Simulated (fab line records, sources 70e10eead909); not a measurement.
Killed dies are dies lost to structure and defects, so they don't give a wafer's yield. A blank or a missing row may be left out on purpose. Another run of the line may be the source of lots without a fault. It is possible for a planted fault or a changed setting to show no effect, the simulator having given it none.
A lot that was struck, set against a sound lot | flow nand_harc | 44 out of 1302 route steps
Sound: wafers L970.2, L970.4, L970.6. Struck: wafers L967.1, L967.2, L967.5. The cause is named last.
Per side, at each step with rows, come the tool, then ch with its chambers, and then its first start. Under that, the readings that differ: sound wafers | struck wafers | difference of the means | sigmas: that difference in standard deviations of wafers without a fault.
alike: readings with means less than 2 such deviations apart, plus words and numbers identical on both sides. not compared: withheld readings, readings lacking a value on some wafer, bounds such as >300 that could conceal the same value, and numbers that have no deviation in the record and whose values overlap.
Wherever a step has rows on one side only, a row that says differs or no value, or a row with sigmas, the two part there. Numbers that don't overlap but have no deviation are shown without sigmas and don't part them. A reading that every wafer of one side lacks parts them only if that side has two wafers or more.

NHARC_P_ZERO_WELL_CD_MEAS_11: the cd target is 500 nm.
  sound on cd_sem-03 ch 0, day 6 21:07; struck on cd_sem-01 ch 0, day 5 15:14
  alike: cd_nm
then, 1 step without rows for these wafers: NHARC_P_ZERO_WELL_HARDBAKE_12 (time 65 s).
NHARC_P_ZERO_WELL_DESCUM_13: chemistry O2, time 3 s.
  sound on rie_diel-04 ch 0,2,3, day 6 21:17; struck on rie_diel-02 ch 0,2, day 5 15:23
  alike: drypump_motor_current_A, oes_product_au, rf_vpp_V, showerhead_plenum_p_Torr, throttle_valve_pct
  not compared: rf_hours_counter_h
NHARC_P_ZERO_WELL_ETCH_65: etches the open film in N2/H2, target depth 80 nm, overetch 24 nm, time 87.88 s.
  sound on rie_diel-04 ch 0,1,3, day 6 21:21; struck on rie_diel-02 ch 0,3, day 5 15:40
  alike: drypump_motor_current_A, oes_product_au, rf_vpp_V, showerhead_plenum_p_Torr, throttle_valve_pct
  not compared: rf_hours_counter_h
NHARC_P_ZERO_WELL_ETCH_62: etches the open film in CHF3/Ar, target depth 13 nm, time 6.5 s.
  sound: rie_diel-04 ch 0,1,3; struck: rie_diel-02 ch 0,2
  reading               | sound             | struck            | difference | sigmas
  oes_product_au (a.u.) | 0.974 0.984 0.959 | 0.947 0.936 0.942 | -0.031     | -2
  alike: drypump_motor_current_A, rf_vpp_V, showerhead_plenum_p_Torr, throttle_valve_pct
  not compared: rf_hours_counter_h
NHARC_P_ZERO_WELL_ETCH_63: etches the open film in HBr/Cl2, target depth 120 nm, time 40.1 s.
  sound on rie_si-04 ch 0,2,3, day 6 21:32; struck on rie_si-06 ch 0,2,3, day 5 15:52
  alike: drypump_motor_current_A, oes_product_au, throttle_valve_pct
  not compared: rf_hours_counter_h
then, 6 steps without rows for these wafers: NHARC_P_ZERO_WELL_STRIP_15 (strips in SPM, time 900 s); NHARC_P_ZERO_WELL_DEHYDRATE_16 (time 120 s); NHARC_P_ZERO_WELL_HMDS_17 (time 30 s); NHARC_P_ZERO_WELL_COAT_18; NHARC_P_ZERO_WELL_SOFTBAKE_19 (time 95 s); NHARC_P_ZERO_WELL_EBR_20.
NHARC_P_ZERO_WELL_EXPOSE_21: exposes mask P NWELL, target cd 720 nm.
  struck on krf_scanner-03, day 5 16:40; sound on krf_scanner-03 ch 0, day 6 22:18
  no value came back on the struck wafers for exposure_dose_mJ_cm2, focus_offset_nm (nm); on the sound wafers exposure_dose_mJ_cm2 reads 22.307 22.306 22.312
  alike: mask
then, 2 steps without rows for these wafers: NHARC_P_ZERO_WELL_PEB_22 (peb time 85 s); NHARC_P_ZERO_WELL_DEVELOP_23 (time 70 s).
NHARC_P_ZERO_WELL_CD_MEAS_24: the cd target is 720 nm.
  sound on cd_sem-01 ch 0, day 6 22:28; struck on cd_sem-03 ch 0, day 5 16:49
  reading    | sound             | struck | difference                    | sigmas
  cd_nm (nm) | 718.8 718.5 718.2 | - - -  | no value on the struck wafers |
then, 1 step without rows for these wafers: NHARC_P_ZERO_WELL_HARDBAKE_25 (time 80 s).
NHARC_P_ZERO_WELL_DESCUM_26: chemistry O2, time 3 s.
  sound on rie_diel-04 ch 0,1, day 6 22:37; struck on rie_diel-11 ch 0,3, day 5 16:59
  reading                      | sound                | struck               | difference | sigmas
  throttle_valve_pct (%)       | 11.298 11.303 11.300 | 11.332 11.312 11.323 | +0.022     | +2
  model.P_ZERO_WELL.cd_nm (nm) | 719 718.3 718.1      | 500.6 500.6 499.4    | -218.3     |
  alike: drypump_motor_current_A, oes_product_au, rf_vpp_V, showerhead_plenum_p_Torr
  not compared: rf_hours_counter_h
then, 12 steps without rows for these wafers: NHARC_P_ZERO_WELL_IMPLANT_27; NHARC_P_ZERO_WELL_IMPLANT_57; NHARC_P_ZERO_WELL_IMPLANT_58; NHARC_P_ZERO_WELL_STRIP_28 (strips in SPM, time 840 s); NHARC_P_ZERO_WELL_DEHYDRATE_29 (time 120 s); NHARC_P_ZERO_WELL_HMDS_30 (time 30 s); NHARC_P_ZERO_WELL_COAT_31; NHARC_P_ZERO_WELL_SOFTBAKE_32 (time 95 s); NHARC_P_ZERO_WELL_EBR_33; NHARC_P_ZERO_WELL_EXPOSE_34 (exposes mask P PWELL, target cd 720 nm); NHARC_P_ZERO_WELL_PEB_35 (peb time 85 s); NHARC_P_ZERO_WELL_DEVELOP_36 (time 70 s).
NHARC_P_ZERO_WELL_CD_MEAS_37: the cd target is 720 nm.
  sound on cd_sem-03 ch 0, day 7 00:06; struck on cd_sem-02 ch 0, day 5 18:30
  alike: cd_nm
then, 1 step without rows for these wafers: NHARC_P_ZERO_WELL_HARDBAKE_38 (time 80 s).
NHARC_P_ZERO_WELL_DESCUM_39: chemistry O2, time 3 s.
  sound on rie_diel-11 ch 0,3, day 7 00:16; struck on rie_diel-04 ch 0,1, day 5 18:40
  alike: drypump_motor_current_A, oes_product_au, rf_vpp_V, showerhead_plenum_p_Torr, throttle_valve_pct
  not compared: rf_hours_counter_h
then, 9 steps without rows for these wafers: NHARC_P_ZERO_WELL_IMPLANT_40; NHARC_P_ZERO_WELL_IMPLANT_59; NHARC_P_ZERO_WELL_IMPLANT_60; NHARC_P_ZERO_WELL_STRIP_41 (strips in SPM, time 840 s); NHARC_P_ZERO_WELL_DEHYDRATE_44 (time 120 s); NHARC_P_ZERO_WELL_HMDS_45 (time 30 s); NHARC_P_ZERO_WELL_COAT_46; NHARC_P_ZERO_WELL_SOFTBAKE_47 (time 95 s); NHARC_P_ZERO_WELL_EBR_48.
NHARC_P_ZERO_WELL_INSPECT_43:
  sound on defect_inspect-01, day 7 03:35; struck on defect_inspect-02, day 5 22:00
  reading          | sound    | struck         | difference | sigmas
  raw_defect_count | 24 13 34 | 1105 1098 1107 | +1080      | +99 or more
-- break in the record here, with 23 days between the starts of the struck wafers on either side (left off in module P_ZERO_WELL, picked up again in module END, where the first step shown is number 1302 on the route) --
NHARC_END_SORT_01:
  at this point the record logs the struck wafers (prober-01 ch 0, day 29 00:11) and has no rows for the sound ones

== WHERE THEY PART ==
Earliest at NHARC_P_ZERO_WELL_ETCH_62; latest, in this record, at NHARC_END_SORT_01.

WHY: the cause the simulator had injected
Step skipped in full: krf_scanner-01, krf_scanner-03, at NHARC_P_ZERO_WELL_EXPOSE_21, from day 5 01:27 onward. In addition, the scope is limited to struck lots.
